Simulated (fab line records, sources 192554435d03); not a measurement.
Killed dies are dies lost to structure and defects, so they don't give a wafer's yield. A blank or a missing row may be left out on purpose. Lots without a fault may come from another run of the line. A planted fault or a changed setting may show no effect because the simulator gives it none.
Problem report in the 8D (eight disciplines) form, filled by code | flow n5_finfet | the parts of the form that need people (team, actions taken, sign-off) are left out

1. THE PROBLEM
spin_speed_rpm at N5_BEOL_M4_COAT_62 reads a mean of 1747.9 rpm on 6 wafers of 2 lots; wafers without a fault read 1499.9 rpm with a standard deviation of 0.98. That is +99 or more standard deviations from the usual mean.
The step: time 60 s, resist thk 12 nm.
First seen on wafer L863.3, day 12 01:10, on litho_track-04. The record holds 27 wafers of 9 lots with a number at this step. Rule for "out", or "out of limits": more than 4 standard deviations from the usual mean. The other wafers with a number count as sound.

2. WHAT IT IS AND WHAT IT IS NOT
question                    | is                     | is not
which readings at this step | spin_speed_rpm         | -
which lots                  | L863, L866             | L856, L858, L859, L860, L864, L871, L872
which wafers of those lots  | all that have a number | -
read on which tools         | litho_track-04         | litho_track-03, litho_track-05
when                        | from day 12 01:10      | up to then (12 sound wafers); but 9 sound wafers of L864, L871, L872 came after

3. SUSPECTS, AND WHAT RULES EACH OUT
Counting: a tool at a process step up to the reading stays a suspect if it ran every lot that is out and no sound lot after the first of them.
- pvd_sputter-03 at N5_BEOL_M3_SPUTTER_92 (material Cu, target thk 4.5 nm, time 8.29 s): ruled out as a lasting fault. Sound lots L871 ran on it after its first lot that is out, L863 (day 11 21:25).
- pecvd-02 at N5_BEOL_M4_ILD_DEP_00 (deposits SiOC from DEMS/O2, target thk 79 nm, time 15.3 s): ruled out as a lasting fault. Sound lots L872, L871 ran on it after its first lot that is out, L863 (day 11 23:08).
- litho_track-04 at N5_BEOL_M4_COAT_62 (time 60 s, resist thk 12 nm): ruled out as a lasting fault. Sound lots L871 ran on it after its first lot that is out, L863 (day 12 01:10).
Left after counting: nothing in the record.

4. THE CAUSE (what the simulator had put in)
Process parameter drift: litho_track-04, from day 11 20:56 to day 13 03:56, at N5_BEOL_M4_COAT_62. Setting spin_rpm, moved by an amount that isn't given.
Counting ruled it out, wrongly.

5. THE CHAIN OF EFFECTS, in route order
Each row: a reading whose mean over the struck wafers that have a number lies more than 3 standard deviations from the usual. Only readings for which the record gives a usual standard deviation are gone through. hours: the time from each lot's start at the first step in this table that gives one to its start at this step, as a median over the lots. sigmas: the change in usual standard deviations.
hours | step               | reading        | usual      | on struck wafers | change | sigmas
0     | N5_BEOL_M4_COAT_62 | spin_speed_rpm | 1499.9 rpm | 1747.9           | +248.0 | +99 or more
The process steps in it:
- N5_BEOL_M4_COAT_62: time 60 s, resist thk 12 nm.
Later measuring or inspecting steps at which every struck wafer that the step has a row for has a number for every such reading, and none has moved that far: N5_BEOL_M4_RC_MEAS_101.

6. WHAT WOULD HAVE CAUGHT IT SOONER
In this record the first reading out of limits was taken at day 12 01:10, 4 hours after the fault began at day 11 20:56.
